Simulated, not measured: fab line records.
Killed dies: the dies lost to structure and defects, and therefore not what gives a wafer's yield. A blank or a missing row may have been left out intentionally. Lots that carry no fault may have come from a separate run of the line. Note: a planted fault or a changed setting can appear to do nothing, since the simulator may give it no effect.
fab line records ; flow n5Finfet
record: lots: 10; wafers: 30; lastDay: 18
route steps=1938 shown BEOL_M8@1395 BEOL_M9@1419 PASSIVATION@1936
lots that met no fault: from a run of the same line without faults
startH: hours from the record's opening day to when the first of the lot's shown wafers began ; waitH: hours since the lot's step before ; " repeats the value in the row above ; L1.1+2: a single row standing in for several wafers ; - no value present, or no start provided ; * or withheld: withheld ; < > ~ a bound
route shown NAME@n: a module of which the file shows steps, and the number in the route of the first ; usual: mean/standard deviation taken from wafers without a fault ; same: alike in all rows ; chamber/n: place in a boat ; sites: each site's reading ; _std_site: standard deviation of those values ; _edge_site: inner sites' mean taken away from outer sites' mean ; radiusMm: how far each site lies from the wafer's centre ; mask NAME#n: copy n ; behind: the last tool/chamber to shape the wafer ; hold: the reason the lot was held/the length of the hold in hours/how it ended ; device: the n, p or np transistor that did not switch ; end of line: at the end of the route, the tests of the same wafers ; for a step that has no rows: nothing shown but its recipe ; killed: dies that structure and defects cost at the first sort, which is not the same as the wafer's yield ; map: dies across one wafer; x = killed, . = not, _ = none there
set.NAME: the setting as run; set.NAME@STEP: as run at that earlier step ; model.NAME: the simulator's own value behind a step, which no gauge read
a sample of lots followed through the steps of the route, with each step as a table and each wafer as a row
services: the hour from which a tool's chamber was out of use, counted from the record's first day as startH (under 0 if before that day), plus the number of hours and why
== steps ==
step: N5_BEOL_M8_CMP_52
recipe: stopOn: SiCOH_lowk; tOverpolishS: 6.9; downForcePsi: 1; platenRpm: 50; clearingPlatenDownForcePsi: 1.5; clearingPlatenRpm: 50; postCmpClean: cuAlkaline; targetThkNm: 80; clearingPlatenPadVelocityMS: 0.99484; padVelocityMS: 0.99484
usual: barrierFieldEndpointS: 29.2/0.72; clearingPlatenDownForcePsi: 1.4999/0.0028; edgeZonePressureFrac: 1.000/0.0052; motorCurrentA: 6.1/0.51; overpolishRunS: 6.899/0.0097; timeToEndpointS: 62.7/2.6
lot.wafer;tool;chamber;startH;waitH;barrierFieldEndpointS;clearingPlatenDownForcePsi;edgeZonePressureFrac;motorCurrentA;overpolishRunS;timeToEndpointS
L204.1;cmp-02;1;231.65;0.3;28.9;1.5042;1.011;6.5;6.909;60.4
L204.2;cmp-02;3;231.65;0.3;29.0;1.4982;1.005;5.9;6.902;61.1
L204.4;cmp-02;0;231.65;0.3;29.5;1.4988;1.000;6.0;6.906;61.0
L205.3;cmp-02;1;237.52;0.2;28.2;1.4934;1.010;6.0;6.897;59.3
L205.2;cmp-02;2;237.52;0.2;29.8;1.5011;1.000;6.2;6.902;65.5
L205.5;cmp-02;0;237.52;0.2;29.9;1.4996;0.999;5.5;6.902;64.3
L206.3;cmp-01;0;239.37;0.2;28.8;1.5003;0.992;6.1;6.894;61.4
L206.1;cmp-01;1;239.37;0.2;28.3;1.4997;0.995;5.2;6.901;64.0
L206.5;cmp-01;0;239.37;0.2;28.1;1.5011;0.987;6.1;6.901;61.6
L208.3;cmp-01;0;247.02;0.2;27.8;1.4964;1.003;6.5;6.891;57.2
L208.4;cmp-01;2;247.02;0.2;28.7;1.4999;0.993;6.1;6.898;62.3
L208.5;cmp-01;3;247.02;0.2;30.0;1.4987;0.998;6.5;6.898;66.0
L212.4;cmp-02;2;264.43;0.1;28.0;1.5006;0.998;6.5;6.903;64.3
L212.2;cmp-02;0;264.43;0.1;28.4;1.5014;1.005;5.7;6.893;62.5
L212.6;cmp-02;2;264.43;0.1;28.3;1.4996;0.999;6.4;6.907;62.7
L213.1;cmp-03;1;269.58;0.3;29.5;1.4988;0.990;7.2;6.904;61.3
L213.4;cmp-03;3;269.58;0.3;29.0;1.5013;1.006;6.4;6.895;57.2
L213.6;cmp-03;1;269.58;0.3;30.3;1.4986;0.998;6.6;6.895;62.5
L214.3;cmp-01;1;279.29;0.2;29.3;1.4949;1.002;5.4;6.916;62.9
L214.2;cmp-01;0;279.29;0.2;28.4;1.5010;1.000;6.0;6.901;58.5
L214.6;cmp-01;1;279.29;0.2;29.0;1.5004;0.997;5.1;6.901;64.8
L217.4;cmp-01;1;298.82;0.2;29.9;1.4973;0.984;5.6;6.894;65.4
L217.6;cmp-01;3;298.82;0.2;29.5;1.4980;0.995;6.6;6.895;68.8
L217.5;cmp-01;0;298.82;0.2;29.1;1.4956;1.011;6.4;6.896;62.1
L222.1;cmp-01;2;326.40;0.3;28.3;1.4986;1.005;5.9;6.893;60.0
L222.3;cmp-01;3;326.40;0.3;29.0;1.4998;0.991;6.5;6.885;64.0
L222.4;cmp-01;1;326.40;0.3;29.4;1.4996;0.997;5.2;6.917;62.3
L226.4;cmp-01;2;358.58;0.2;29.8;1.4964;0.997;5.4;6.885;63.7
L226.2;cmp-01;0;358.58;0.2;28.6;1.5016;1.003;6.1;6.913;59.8
L226.5;cmp-01;2;358.58;0.2;30.1;1.5014;0.993;5.8;6.888;65.5
step: N5_BEOL_M8_RS_MEAS_57
recipe: thkMeasGauge: four-point-probe; reads: Cu_of_BEOL_M8_ECD_50+Co_of_BEOL_M8_CVD_78+TaN_of_BEOL_M8_ALD_77
usual: M8_RS: 0.286/0.0069
lot.wafer;tool;chamber;startH;waitH;M8_RS[ohm/sq]
L204.1;filmMetro-02;-;232.08;0.1;0.292
L204.2;filmMetro-02;-;232.08;0.1;0.301
L204.4;filmMetro-02;-;232.08;0.1;0.294
L205.2;filmMetro-01;-;237.90;0.1;0.279
L205.3;filmMetro-01;-;237.90;0.1;0.285
L205.5;filmMetro-01;-;237.90;0.1;0.277
L206.1;filmMetro-01;-;239.75;0.1;0.296
L206.3;filmMetro-01;-;239.75;0.1;0.299
L206.5;filmMetro-01;-;239.75;0.1;0.295
L208.3;filmMetro-02;-;247.41;0.1;0.289
L208.4;filmMetro-02;-;247.41;0.1;0.286
L208.5;filmMetro-02;-;247.41;0.1;0.291
L212.2;filmMetro-01;-;264.86;0.1;0.288
L212.4;filmMetro-01;-;264.86;0.1;0.279
L212.6;filmMetro-01;-;264.86;0.1;0.285
L213.1;filmMetro-02;-;269.97;0.1;0.281
L213.4;filmMetro-02;-;269.97;0.1;0.287
L213.6;filmMetro-02;-;269.97;0.1;0.285
L214.2;filmMetro-01;-;279.72;0.1;0.299
L214.3;filmMetro-01;-;279.72;0.1;0.289
L214.6;filmMetro-01;-;279.72;0.1;0.284
L217.4;filmMetro-02;-;299.17;0.0;0.279
L217.5;filmMetro-02;-;299.17;0.0;0.275
L217.6;filmMetro-02;-;299.17;0.0;0.284
L222.1;filmMetro-01;-;326.83;0.1;0.282
L222.3;filmMetro-01;-;326.83;0.1;0.279
L222.4;filmMetro-01;-;326.83;0.1;0.276
L226.2;filmMetro-02;-;358.96;0.1;0.291
L226.4;filmMetro-02;-;358.96;0.1;0.294
L226.5;filmMetro-02;-;358.96;0.1;0.286
step: N5_BEOL_M9_ETCH_62
recipe: chemistry: N2/H2; target: SOC; targetDepthA: 1100; overetchA: 220; maskMaterial: SiARC; tempC: 40; timeS: 165; ionEnergyEv: 200; pressureMtorr: 30; sourceW: 840; biasW: 150; n2FlowSccm: 200; h2FlowSccm: 200
usual: drypumpMotorCurrentA: 6.0/0.39; oesProductAu: 0.67/0.062; rfFwdPowerW: 836.8/2.4; rfVppV: 523/3; showerheadPlenumPTorr: 2.52/0.1; throttleValvePct: 17.87/0.22
lot.wafer;tool;chamber;startH;waitH;drypumpMotorCurrentA;oesProductAu;rfFwdPowerW;rfHoursCounterH;rfVppV;showerheadPlenumPTorr;throttleValvePct
L204.1;rieDiel-02;1;235.01;0.0;5.9;0.67;835.7;115;522;2.46;17.85
L204.2;rieDiel-02;0;235.01;0.0;6.5;0.58;833.4;247;525;2.61;17.95
L204.4;rieDiel-02;3;235.01;0.0;5.3;0.67;831.6;90;521;2.46;17.91
L205.2;rieDiel-01;3;241.80;0.0;6.0;0.62;841.6;196;524;2.52;17.85
L205.3;rieDiel-01;2;241.80;0.0;5.5;0.78;836.2;8;526;2.60;18.02
L205.5;rieDiel-01;2;241.80;0.0;5.5;0.79;837.4;-;527;2.60;18.00
L206.1;rieDiel-01;3;242.51;0.0;6.0;0.61;837.7;196;524;2.52;17.85
L206.3;rieDiel-01;1;242.51;0.0;6.3;0.72;838.3;54;521;2.47;17.90
L206.5;rieDiel-01;0;242.51;0.0;5.9;0.64;831.4;-;524;2.55;17.92
L208.3;rieDiel-02;3;249.65;0.0;5.4;0.67;838.4;94;522;2.46;17.91
L208.4;rieDiel-02;2;249.65;0.0;6.7;0.58;838.3;238;521;2.40;17.99
L208.5;rieDiel-02;1;249.65;0.0;5.9;0.66;835.6;-;521;2.46;17.85
L212.2;rieDiel-03;0;268.37;0.0;5.9;0.68;839.0;93;524;2.56;18.13
L212.4;rieDiel-03;1;268.37;0.0;6.2;0.64;834.9;155;518;2.34;17.85
L212.6;rieDiel-03;1;268.37;0.0;6.2;0.65;835.7;-;517;2.34;17.85
L213.1;rieDiel-03;1;271.65;0.0;6.2;0.64;837.7;156;519;2.34;17.84
L213.4;rieDiel-03;3;271.65;0.0;5.6;0.68;635.9;77;578;2.69;17.39
L213.6;rieDiel-03;3;271.65;0.0;5.6;0.68;637.0;-;577;2.69;17.38
L214.2;rieDiel-01;0;284.78;0.0;5.9;0.64;830.5;167;523;2.54;17.97
L214.3;rieDiel-01;1;284.78;0.0;6.3;0.71;841.4;68;522;2.47;17.91
L214.6;rieDiel-01;1;284.78;0.0;6.3;0.71;835.2;-;522;2.47;17.91
L217.4;rieDiel-02;1;304.13;0.1;5.9;0.65;835.7;-;521;2.45;17.91
L217.5;rieDiel-02;0;304.13;0.1;6.5;0.79;835.3;-;527;2.60;17.55
L217.6;rieDiel-02;3;304.13;0.1;5.3;0.66;840.8;-;521;2.45;17.96
L222.1;rieDiel-01;3;330.10;0.0;6.0;0.60;839.1;224;523;2.50;17.88
L222.3;rieDiel-01;0;330.10;0.0;5.9;0.62;834.5;183;525;2.53;17.99
L222.4;rieDiel-01;1;330.10;0.0;6.3;0.69;834.2;84;522;2.46;17.95
L226.2;rieDiel-03;1;362.47;0.0;6.2;0.62;838.5;184;518;2.33;17.91
L226.4;rieDiel-03;3;362.47;0.0;5.6;0.66;839.7;-;527;2.67;17.41
L226.5;rieDiel-03;0;362.47;0.0;5.8;0.64;835.5;-;524;2.55;18.16
step: N5_BEOL_M9_STRIP_67
recipe: chemistry: CF4; resist: SiARC; powerW: 300; biasPowerW: 75; pressureMtorr: 50; cf4FlowSccm: 150; rfFrequencyHz: 6e+07
usual: biasPowerW: 75.01/0.23; drypumpMotorCurrentA: 6.0/0.39; oesProductAu: 0.79/0.074; rfVppV: 270.9/1.7; showerheadPlenumPTorr: 1.78/0.068; throttleValvePct: 13.62/0.21
lot.wafer;tool;chamber;startH;waitH;biasPowerW;drypumpMotorCurrentA;oesProductAu;rfHoursCounterH;rfVppV;showerheadPlenumPTorr;throttleValvePct
L204.1;rieDiel-02;1;235.15;0.0;74.99;5.9;0.79;115;269.6;1.73;13.54
L204.2;rieDiel-02;0;235.15;0.0;75.28;6.5;0.68;247;272.7;1.84;13.78
L204.4;rieDiel-02;3;235.15;0.0;75.38;5.3;0.80;90;271.3;1.74;13.68
L205.2;rieDiel-01;3;241.94;0.0;74.81;6.0;0.73;196;272.0;1.78;13.73
L205.3;rieDiel-01;2;241.94;0.0;75.02;5.5;0.93;8;271.1;1.84;13.60
L205.5;rieDiel-01;2;241.94;0.0;74.98;5.5;0.94;-;270.9;1.84;13.58
L206.1;rieDiel-01;3;242.65;0.0;75.37;6.0;0.73;196;271.3;1.79;13.75
L206.3;rieDiel-01;1;242.65;0.0;74.82;6.3;0.86;54;269.2;1.76;13.71
L206.5;rieDiel-01;0;242.65;0.0;74.96;5.9;0.76;-;271.3;1.80;13.72
L208.3;rieDiel-02;3;249.80;0.0;74.49;5.3;0.80;94;268.5;1.74;13.69
L208.4;rieDiel-02;2;249.80;0.0;74.87;6.7;0.70;238;267.5;1.70;13.83
L208.5;rieDiel-02;1;249.80;0.0;74.70;5.9;0.78;-;269.8;1.73;13.56
L212.2;rieDiel-03;0;268.52;0.0;74.93;5.8;0.80;93;270.6;1.81;13.72
L212.4;rieDiel-03;1;268.52;0.0;75.28;6.2;0.76;155;268.5;1.66;13.60
L212.6;rieDiel-03;1;268.52;0.0;74.96;6.2;0.76;-;270.7;1.66;13.61
L213.1;rieDiel-03;1;271.79;0.0;74.75;6.2;0.76;156;268.0;1.66;13.59
L213.4;rieDiel-03;3;271.79;0.0;74.83;5.6;0.80;77;272.7;1.89;13.16
L213.6;rieDiel-03;3;271.79;0.0;75.23;5.6;0.81;-;272.9;1.89;13.17
L214.2;rieDiel-01;0;284.92;0.0;75.22;5.9;0.74;167;272.0;1.79;13.76
L214.3;rieDiel-01;1;284.92;0.0;74.63;6.3;0.84;68;270.0;1.76;13.75
L214.6;rieDiel-01;1;284.92;0.0;74.27;6.3;0.84;-;270.4;1.75;13.76
L217.4;rieDiel-02;1;304.21;0.0;74.80;5.9;0.75;-;268.2;1.73;13.58
L217.5;rieDiel-02;0;304.21;0.0;74.76;6.5;0.93;-;271.8;1.83;13.25
L217.6;rieDiel-02;3;304.21;0.0;75.04;5.3;0.79;-;269.9;1.73;13.72
L222.1;rieDiel-01;3;330.25;0.0;74.96;6.0;0.70;224;269.9;1.78;13.81
L222.3;rieDiel-01;0;330.25;0.0;75.10;5.9;0.73;183;272.4;1.79;13.81
L222.4;rieDiel-01;1;330.25;0.0;74.92;6.3;0.82;84;269.1;1.75;13.79
L226.2;rieDiel-03;1;362.62;0.0;74.47;6.2;0.74;184;266.7;1.65;13.68
L226.4;rieDiel-03;3;362.62;0.0;74.88;5.6;0.78;-;271.8;1.88;13.23
L226.5;rieDiel-03;0;362.62;0.0;74.95;5.8;0.77;-;272.2;1.80;13.80
step: N5_PASSIVATION_PROBE_49
usual: defectLimitedYield: 91.3/1.4; killed_at_M0_to_M3: 33/10; killed_at_M4_up: 15/6.1; killedAtContacts: 12/6.7; killedAtFrontEnd: 39/11; killedAtOther: 4/3.3; killedDies: 103/16; killedOpen: 68/12; killedShort: 34/7.2; sort_bin_5_function: 5.1/0.88; sort_bin_6_memory: 3.3/0.67; sortNPass: 1077/16; sortYieldPct: 91.3/1.4
same: grossDies: 1180; killedAtBackSide: 0; sort_bin_4_leakage[%]: 0; sort_bin_8_speed[%]: 0
lot.wafer;tool;chamber;startH;waitH;defectLimitedYield[%];killed_at_M0_to_M3;killed_at_M4_up;killedAtContacts;killedAtFrontEnd;killedAtOther;killedDies;killedOpen;killedShort;sort_bin_5_function[%];sort_bin_6_memory[%];sortNPass;sortYieldPct[%]
L204.1;prober-02;-;292.85;0.0;92.8;27;17;18;23;0;85;61;24;4.2;2.7;1095;92.8
L204.2;prober-02;-;292.90;0.1;92.4;22;18;6;43;1;90;53;37;4.9;2.5;1090;92.4
L204.4;prober-02;-;293.00;0.2;92.3;34;17;5;34;1;91;57;32;4.7;2.9;1089;92.3
L205.2;prober-02;-;309.95;0.1;92.5;32;15;13;26;2;88;60;23;4.5;2.7;1092;92.5
L205.3;prober-02;-;310.00;0.1;93.1;28;8;13;29;3;81;54;26;4.2;2.6;1099;93.1
L205.5;prober-02;-;310.10;0.2;89.8;53;11;11;40;5;120;77;41;5.8;3.9;1060;89.8
L206.1;prober-02;-;316.95;0.0;93.2;24;6;13;30;7;80;52;28;3.4;3.2;1100;93.2
L206.3;prober-02;-;317.05;0.1;91.3;31;10;10;50;2;103;70;32;5.3;3.4;1077;91.3
L206.5;prober-02;-;317.15;0.2;92.1;33;12;7;39;2;93;71;22;4.2;3.4;1087;92.1
L208.3;prober-02;-;317.58;0.1;92.4;30;17;11;28;4;90;67;21;4.7;2.8;1090;92.4
L208.4;prober-02;-;317.63;0.2;88.7;46;12;19;48;8;133;85;45;6.4;4.5;1047;88.7
L208.5;prober-02;-;317.68;0.2;91.1;20;14;25;45;1;105;69;36;5.4;3.3;1075;91.1
L212.2;prober-02;-;332.28;0.1;90.6;28;8;22;48;5;111;68;40;5.7;3.5;1069;90.6
L212.4;prober-02;-;332.38;0.2;91.1;52;8;16;26;3;105;59;45;5.0;3.5;1075;91.1
L212.6;prober-02;-;332.48;0.3;90.0;60;12;20;21;5;118;79;37;5.8;4.1;1062;90.0
L213.1;prober-02;-;335.46;0.0;92.9;30;15;4;27;8;84;56;28;4.1;2.5;1096;92.9
L213.4;prober-02;-;335.61;0.2;91.8;35;15;9;34;4;97;58;39;4.8;3.3;1083;91.8
L213.6;prober-02;-;335.71;0.3;93.1;41;10;2;25;4;82;50;30;4.3;2.2;1098;93.1
L214.2;prober-02;-;342.73;0.1;91.5;19;20;26;30;5;100;71;29;4.7;3.6;1080;91.5
L214.3;prober-02;-;342.78;0.1;89.7;23;22;25;43;9;122;86;36;6.1;4.0;1058;89.7
L214.6;prober-02;-;342.93;0.3;91.4;13;21;18;38;11;101;74;26;5.3;2.9;1079;91.4
L217.4;prober-02;-;362.93;0.2;91.0;29;23;21;30;3;106;73;33;4.8;3.6;1074;91.0
L217.5;prober-02;-;362.98;0.2;90.8;25;25;14;43;1;108;73;35;5.6;3.1;1072;90.8
L217.6;prober-02;-;363.03;0.3;90.0;36;21;29;31;1;118;77;41;5.8;4.0;1062;90.0
L222.1;prober-01;-;391.18;0.1;90.4;26;15;25;42;5;113;81;32;5.4;3.9;1067;90.4
L222.3;prober-01;-;391.28;0.2;91.4;42;17;8;26;8;101;65;36;5.2;3.2;1079;91.4
L222.4;prober-01;-;391.33;0.3;91.9;28;8;17;39;3;95;68;27;5.2;2.6;1085;91.9
L226.2;prober-02;-;428.21;0.1;92.7;16;28;10;31;1;86;55;30;5.1;2.1;1094;92.7
L226.4;prober-02;-;428.31;0.2;91.0;20;15;11;53;7;106;73;33;5.6;3.1;1074;91.0
L226.5;prober-02;-;428.36;0.2;93.1;20;28;7;23;3;81;48;30;4.2;2.4;1099;93.1
killed by level:class
L204.1 MOL_CONTACT_COAG:geometricParticle:open=13 BEOL_M4:geometricParticle:open=9 BEOL_M1:geometricParticle:open=8 BEOL_M2:geometricParticle:open=6 GATE_CUT:geometricParticle:short=5 MOL_CONTACT_COAG:geometricParticle:short=5 BEOL_M3:geometricParticle:open=5 GATE_CUT:geometricParticle:open=4
L204.2 BEOL_M3:geometricParticle:open=8 FIN_SAQP:geometricParticle:short=7 GATE_CUT:geometricParticle:short=7 DUMMY_GATE:geometricParticle:open=6 BEOL_M4:geometricParticle:open=6 GATE_CUT:geometricParticle:open=5 MOL_CONTACT_COAG:geometricParticle:open=5 BEOL_M0_SAQP:geometricParticle:short=5
L204.4 BEOL_M3:geometricParticle:open=12 DUMMY_GATE:geometricParticle:open=8 BEOL_M4:geometricParticle:open=8 GATE_CUT:geometricParticle:short=7 BEOL_M1:geometricParticle:open=6 BEOL_M0_SAQP:geometricParticle:short=4 BEOL_M0_SAQP:geometricParticle:open=4 BEOL_M4:geometricParticle:short=4
L205.2 MOL_CONTACT_COAG:geometricParticle:open=9 BEOL_M3:geometricParticle:open=8 DUMMY_GATE:geometricParticle:open=7 BEOL_M1:geometricParticle:open=7 FIN_SAQP:geometricParticle:short=5 BEOL_M0:geometricParticle:open=5 FIN_SAQP:geometricParticle:open=4 MOL_CONTACT_COAG:geometricParticle:short=4
L205.3 BEOL_M2:geometricParticle:open=10 MOL_CONTACT_COAG:geometricParticle:open=7 BEOL_M0:geometricParticle:open=7 MOL_CONTACT_COAG:geometricParticle:short=6 STARTING-WAFER:geometricParticle:open=6 FIN_SAQP:geometricParticle:short=4 STI_FIN_REVEAL:geometricParticle:open=4 BEOL_M3:geometricParticle:open=4
L205.5 BEOL_M0_SAQP:geometricParticle:open=19 BEOL_M0_SAQP:geometricParticle:short=11 STI_FIN_REVEAL:geometricParticle:open=10 MOL_CONTACT_COAG:geometricParticle:open=8 FIN_SAQP:geometricParticle:short=7 BEOL_M1:geometricParticle:open=7 BEOL_M3:geometricParticle:open=7 STI_FIN_REVEAL:geometricParticle:short=5
L206.1 MOL_CONTACT_COAG:geometricParticle:open=11 FIN_SAQP:geometricParticle:open=7 FIN_SAQP:geometricParticle:short=7 BEOL_M1:geometricParticle:open=6 BEOL_M2:geometricParticle:open=5 STI_FIN_REVEAL:geometricParticle:open=4 ILD0:geometricParticle:short=4 BEOL_M3:geometricParticle:open=4
L206.3 FIN_SAQP:geometricParticle:open=14 FIN_SAQP:geometricParticle:short=8 MOL_CONTACT_COAG:geometricParticle:open=7 BEOL_M2:geometricParticle:open=7 BEOL_M0:geometricParticle:open=6 ILD0:geometricParticle:open=5 BEOL_M1:geometricParticle:open=5 STARTING-WAFER:geometricParticle:open=5
L206.5 FIN_SAQP:geometricParticle:open=17 DUMMY_GATE:geometricParticle:open=10 BEOL_M2:geometricParticle:open=8 BEOL_M4:geometricParticle:open=6 MOL_CONTACT_COAG:geometricParticle:open=5 BEOL_M0:geometricParticle:open=5 BEOL_M1:geometricParticle:open=5 STI_FIN_REVEAL:geometricParticle:open=4
L208.3 BEOL_M0_SAQP:geometricParticle:open=13 STI_FIN_REVEAL:geometricParticle:open=11 MOL_CONTACT_COAG:geometricParticle:open=9 BEOL_M0_SAQP:geometricParticle:short=9 FIN_SAQP:geometricParticle:open=8 BEOL_M4:geometricParticle:open=5 MIM_TOP:geometricParticle:open=4 FIN_SAQP:geometricParticle:short=3
L208.4 MOL_CONTACT_COAG:geometricParticle:open=17 STI_FIN_REVEAL:geometricParticle:open=16 BEOL_M0_SAQP:geometricParticle:open=16 BEOL_M0_SAQP:geometricParticle:short=15 FIN_SAQP:geometricParticle:open=9 GATE_CUT:geometricParticle:short=6 BEOL_M3:geometricParticle:open=6 STI_FIN_REVEAL:geometricParticle:short=5
L208.5 MOL_CONTACT_COAG:geometricParticle:open=21 STI_FIN_REVEAL:geometricParticle:open=13 FIN_SAQP:geometricParticle:open=5 FIN_SAQP:geometricParticle:short=5 DUMMY_GATE:geometricParticle:open=5 BEOL_M0_SAQP:geometricParticle:short=5 BEOL_M3:geometricParticle:open=4 STI_FIN_REVEAL:geometricParticle:short=4
L212.2 MOL_CONTACT_COAG:geometricParticle:open=14 FIN_SAQP:geometricParticle:open=11 DUMMY_GATE:geometricParticle:open=9 MOL_CONTACT_COAG:geometricParticle:short=8 STARTING-WAFER:geometricParticle:short=7 BEOL_M0_SAQP:geometricParticle:short=7 BEOL_M0_SAQP:geometricParticle:open=6 GATE_CUT:geometricParticle:short=5
L212.4 BEOL_M0_SAQP:geometricParticle:open=15 BEOL_M0_SAQP:geometricParticle:short=14 BEOL_M3:geometricParticle:open=10 MOL_CONTACT_COAG:geometricParticle:open=9 MOL_CONTACT_COAG:geometricParticle:short=7 FIN_SAQP:geometricParticle:short=5 DUMMY_GATE:geometricParticle:open=5 STARTING-WAFER:geometricParticle:short=5
L212.6 BEOL_M0_SAQP:geometricParticle:short=18 MOL_CONTACT_COAG:geometricParticle:open=17 BEOL_M0_SAQP:geometricParticle:open=17 BEOL_M3:geometricParticle:open=9 BEOL_M0:geometricParticle:open=8 DUMMY_GATE:geometricParticle:open=5 STI_FIN_REVEAL:geometricParticle:open=4 BEOL_M4:geometricParticle:open=4
L213.1 BEOL_M1:geometricParticle:open=8 BEOL_M2:geometricParticle:open=8 GATE_CUT:geometricParticle:short=6 GATE_CUT:geometricParticle:open=4 BEOL_M0_SAQP:geometricParticle:open=4 BEOL_M5:geometricParticle:open=4 BEOL_M7:geometricParticle:open=4 MIM_TOP_ETCH:geometricParticle:open=4
L213.4 FIN_SAQP:geometricParticle:open=11 BEOL_M0_SAQP:geometricParticle:short=10 BEOL_M2:geometricParticle:open=8 BEOL_M4:geometricParticle:open=7 BEOL_M0_SAQP:geometricParticle:open=6 MOL_CONTACT_COAG:geometricParticle:short=5 FIN_SAQP:geometricParticle:short=4 GATE_CUT:geometricParticle:open=4
L213.6 BEOL_M3:geometricParticle:open=11 BEOL_M0_SAQP:geometricParticle:open=9 BEOL_M0_SAQP:geometricParticle:short=9 FIN_SAQP:geometricParticle:open=6 BEOL_M2:geometricParticle:open=4 FIN_SAQP:geometricParticle:short=3 GATE_CUT:geometricParticle:open=3 BEOL_M11:geometricParticle:open=3
L214.2 MOL_CONTACT_COAG:geometricParticle:open=18 GATE_CUT:geometricParticle:open=8 MOL_CONTACT_COAG:geometricParticle:short=8 GATE_CUT:geometricParticle:short=5 BEOL_M0_SAQP:geometricParticle:short=4 BEOL_M3:geometricParticle:open=4 BEOL_M4:geometricParticle:open=4 BEOL_M5:geometricParticle:open=4
L214.3 MOL_CONTACT_COAG:geometricParticle:open=21 FIN_SAQP:geometricParticle:open=16 BEOL_M4:geometricParticle:open=11 FIN_SAQP:geometricParticle:short=10 BEOL_M3:geometricParticle:open=6 BEOL_M0_SAQP:geometricParticle:open=5 BEOL_M2:geometricParticle:open=5 MOL_CONTACT_COAG:geometricParticle:short=4
L214.6 FIN_SAQP:geometricParticle:open=15 MOL_CONTACT_COAG:geometricParticle:open=14 BEOL_M4:geometricParticle:open=11 FIN_SAQP:geometricParticle:short=8 MIM_TOP_ETCH:geometricParticle:open=5 MOL_CONTACT_COAG:geometricParticle:short=4 BEOL_M3:geometricParticle:open=4 BEOL_M1:geometricParticle:open=3
L217.4 MOL_CONTACT_COAG:geometricParticle:open=14 BEOL_M1:geometricParticle:open=12 BEOL_M4:geometricParticle:open=12 DUMMY_GATE:geometricParticle:open=9 MOL_CONTACT_COAG:geometricParticle:short=7 BEOL_M2:geometricParticle:open=7 FIN_SAQP:geometricParticle:short=5 STI_FIN_REVEAL:geometricParticle:open=4
L217.5 MOL_CONTACT_COAG:geometricParticle:open=13 BEOL_M4:geometricParticle:open=13 BEOL_M2:geometricParticle:open=11 FIN_SAQP:geometricParticle:short=8 DUMMY_GATE:geometricParticle:open=8 STI_FIN_REVEAL:geometricParticle:open=5 BEOL_M0_SAQP:geometricParticle:short=5 BEOL_M4:geometricParticle:short=5
L217.6 MOL_CONTACT_COAG:geometricParticle:open=22 BEOL_M0_SAQP:geometricParticle:short=10 BEOL_M2:geometricParticle:open=10 DUMMY_GATE:geometricParticle:open=9 BEOL_M4:geometricParticle:open=9 MOL_CONTACT_COAG:geometricParticle:short=7 BEOL_M0_SAQP:geometricParticle:open=6 FIN_SAQP:geometricParticle:short=5
L222.1 MOL_CONTACT_COAG:geometricParticle:open=21 BEOL_M0_SAQP:geometricParticle:open=11 FIN_SAQP:geometricParticle:open=8 STI_FIN_REVEAL:geometricParticle:open=8 GATE_CUT:geometricParticle:short=8 BEOL_M4:geometricParticle:open=8 GATE_CUT:geometricParticle:open=6 BEOL_M0_SAQP:geometricParticle:short=6
L222.3 BEOL_M0:geometricParticle:open=8 BEOL_M0_SAQP:geometricParticle:short=8 BEOL_M1:geometricParticle:open=6 FIN_SAQP:geometricParticle:short=5 FIN_SAQP:geometricParticle:open=5 MOL_CONTACT_COAG:geometricParticle:short=5 BEOL_M0_SAQP:geometricParticle:open=5 BEOL_M8:geometricParticle:open=4
L222.4 MOL_CONTACT_COAG:geometricParticle:open=15 FIN_SAQP:geometricParticle:open=7 BEOL_M0_SAQP:geometricParticle:open=6 DUMMY_GATE:geometricParticle:short=5 GATE_CUT:geometricParticle:short=5 BEOL_M1:geometricParticle:open=5 BEOL_M3:geometricParticle:open=5 FIN_SAQP:geometricParticle:short=4
L226.2 BEOL_M4:geometricParticle:open=15 MOL_CONTACT_COAG:geometricParticle:open=8 BEOL_M3:geometricParticle:open=5 BEOL_M4:geometricParticle:short=5 STI_FIN_REVEAL:geometricParticle:open=4 ILD0:geometricParticle:short=4 GATE_CUT:geometricParticle:short=4 FIN_SAQP:geometricParticle:open=3
L226.4 BEOL_M1:geometricParticle:open=13 FIN_SAQP:geometricParticle:short=12 FIN_SAQP:geometricParticle:open=9 MOL_CONTACT_COAG:geometricParticle:open=9 STI_FIN_REVEAL:geometricParticle:open=9 BEOL_M4:geometricParticle:open=8 GATE_CUT:geometricParticle:open=5 STARTING-WAFER:geometricParticle:open=5
L226.5 BEOL_M4:geometricParticle:open=11 MOL_CONTACT_COAG:geometricParticle:open=6 BEOL_M0_SAQP:geometricParticle:short=6 BEOL_M1:geometricParticle:short=4 BEOL_M10:geometricParticle:open=4 BEOL_M1:geometricParticle:open=3 BEOL_M7:geometricParticle:open=3 FIN_SAQP:geometricParticle:short=2
== services ==
tool;chamber;startH;hours;kind
cmp-03;-;229.51;4.0;pm
rieDiel-01;3;229.61;8.4;repair
rieDiel-03;2;257.83;5.3;repair
rieDiel-02;0;263.58;-;clean
rieDiel-02;0;263.58;-;consumableReplace:focusRing
rieDiel-02;0;263.58;23.1;scheduledDown
rieDiel-02;0;263.58;23.1;ventCycle
cmp-01;-;269.07;5.5;pm
cmp-02;-;272.53;9.4;pm
cmp-03;-;279.06;0.5;repair
rieDiel-02;2;290.18;-;clean
rieDiel-02;2;290.18;-;consumableReplace:focusRing
rieDiel-02;2;290.18;-;consumableReplace:showerhead
rieDiel-02;2;290.18;17.8;scheduledDown
cmp-02;-;293.32;24.6;pm
rieDiel-03;3;305.87;4.8;repair
cmp-02;-;324.02;1.0;repair
rieDiel-02;-;325.54;2.8;pm
cmp-01;-;327.32;4.0;pm
cmp-02;-;329.46;0.5;repair
rieDiel-02;1;340.70;5.4;repair
cmp-03;-;344.57;0.5;repair
cmp-02;-;356.87;7.2;pm
rieDiel-03;2;357.57;5.0;repair
== key ==
firstSign: step: N5_BEOL_M9_ETCH_62; reading: rfFwdPowerW; direction: down; sigmas: 84; usual: *; struck: *
effect: step: N5_BEOL_M9_ETCH_62; reading: rfVppV; direction: up; sigmas: 18; usual: 523; struck: 577
metAt N5_BEOL_M9_ETCH_62
struckLots L213
struckWafers L213.4,L213.6
notActingAt N5_BEOL_M8_CMP_52,N5_BEOL_M8_RS_MEAS_57,N5_BEOL_M9_STRIP_67
fault: kind: processParameterDrift; tool: rieDiel-03; chamber: 3; onsetH: 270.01; steps: N5_BEOL_M9_ETCH_62; channel: sourceW; offset: -201.6; shape: step; endH: 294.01; actsIn: theseRecipesOnly; stated: 840
